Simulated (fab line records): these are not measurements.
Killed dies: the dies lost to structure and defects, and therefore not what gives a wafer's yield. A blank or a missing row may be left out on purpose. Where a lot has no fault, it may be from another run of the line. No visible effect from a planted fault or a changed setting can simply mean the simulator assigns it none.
Comparing a struck lot with a sound one + flow nand-harc + 14 out of 1302 route steps
Sound: the wafers L632.2, L632.4, L632.6. The struck wafers were L628.2, L628.4, L628.5. The cause is given at the end.
Per side, at each step with rows, come the tool, then ch with its chambers, and then its first start. Under that, the readings that differ: sound wafers + struck wafers + difference of the means + sigmas: that difference in standard deviations of wafers without a fault.
alike: readings with means less than 2 such deviations apart, plus words and numbers identical on both sides. not compared: withheld readings, readings lacking a value on some wafer, bounds such as >300 that could conceal the same value, and numbers that have no deviation in the record and whose values overlap.
The two part at a step that has a row with sigmas, a row that says differs or no value, or rows on one side only. Numbers that don't overlap but have no deviation are shown without sigmas and don't part them. Lack of a reading on every wafer of one side parts them only where that side has two or more wafers.

first, 1 step without rows for these wafers: NHARC_A_M0_SRD_25.
NHARC_A_M0_INSPECT_27:
  struck on defect-inspect-01, day 28 17:45; sound on defect-inspect-01, day 30 02:25
| reading          | sound       | struck      | difference | sigmas |
|------------------|-------------|-------------|------------|--------|
| raw-defect-count | 392 374 374 | 595 623 787 | +288       | +2     |
NHARC_A_M0_PRE_CLEAN_31: time 12 s.
  sound on pecvd-01 ch 0,2, day 30 02:29; struck on pecvd-01 ch 0,1,2, day 28 17:50
  alike: heater-power-w
  not compared: since-wet-clean-h
NHARC_A_M0_DEP_32: deposits SiCN, target thk 30 nm.
  sound on pecvd-01 ch 0,2, day 30 02:34; struck on pecvd-01 ch 0,1,2, day 28 17:56
  alike: heater-power-w
  not compared: since-wet-clean-h
then, 7 steps without rows for these wafers: NHARC_A_M1_DEP_00 (deposits SiOC, target thk 182.5 nm); NHARC_A_M1_DEHYDRATE_01 (time 120 s); NHARC_A_M1_HMDS_02 (time 30 s); NHARC_A_M1_COAT_34 (time 65 s); NHARC_A_M1_COAT_03 (resist thk 90 nm); NHARC_A_M1_SOFTBAKE_04 (time 55 s); NHARC_A_M1_EBR_05.
NHARC_A_M1_EXPOSE_06: exposes mask A M1, target cd 120 nm.
  sound on arfi-scanner-02 ch 0, day 30 03:41; struck on arfi-scanner-03 ch 0, day 28 18:53
| reading              | sound             | struck            | difference | sigmas |
|----------------------|-------------------|-------------------|------------|--------|
| exposure-dose-mJ-cm2 | 75.18 75.14 75.08 | 75.77 75.75 75.82 | +0.65      | +8     |
  alike: mask
then, 1 step without rows for these wafers: NHARC_A_M1_PEB_07 (peb time 65 s).
NHARC_END_SORT_01:
  sound on prober-01 ch 0, day 31 18:54; struck on prober-01 ch 0, day 30 08:36
| reading                  | sound          | struck         | difference | sigmas |
|--------------------------|----------------|----------------|------------|--------|
| defect-limited-yield (%) | 93.6 94.5 93.9 | 85.4 84.8 86.1 | -8.6       | -3     |
| killed-at-array          | 35 27 34       | 90 97 93       | +61        | +3     |
| killed-dies              | 43 37 41       | 99 103 94      | +58        | +3     |
| sort_bin_2_pct (%)       | 2.2 2.7 2.5    | 5.8 6.1 4.1    | +2.9       | +2     |
| sort_bin_3_pct (%)       | 0.1 0.3 0.4    | 1.3 0.6 1.8    | +1.0       | +2     |
| sort_bin_4_pct (%)       | 4.0 2.5 3.1    | 7.5 8.6 8.0    | +4.8       | +3     |
| sort-n-pass              | 634 640 636    | 578 574 583    | -58        | -3     |
| sort-yield-pct (%)       | 93.6 94.5 93.9 | 85.4 84.8 86.1 | -8.6       | -3     |
  alike: killed-at-other, killed-at-periphery, killed-open, killed-short, sort-rim-yield-pct

WHERE THEY PART
At NHARC_A_M0_INSPECT_27 first; at NHARC_END_SORT_01 last (within this record only).

WHY: whatever the simulator had introduced
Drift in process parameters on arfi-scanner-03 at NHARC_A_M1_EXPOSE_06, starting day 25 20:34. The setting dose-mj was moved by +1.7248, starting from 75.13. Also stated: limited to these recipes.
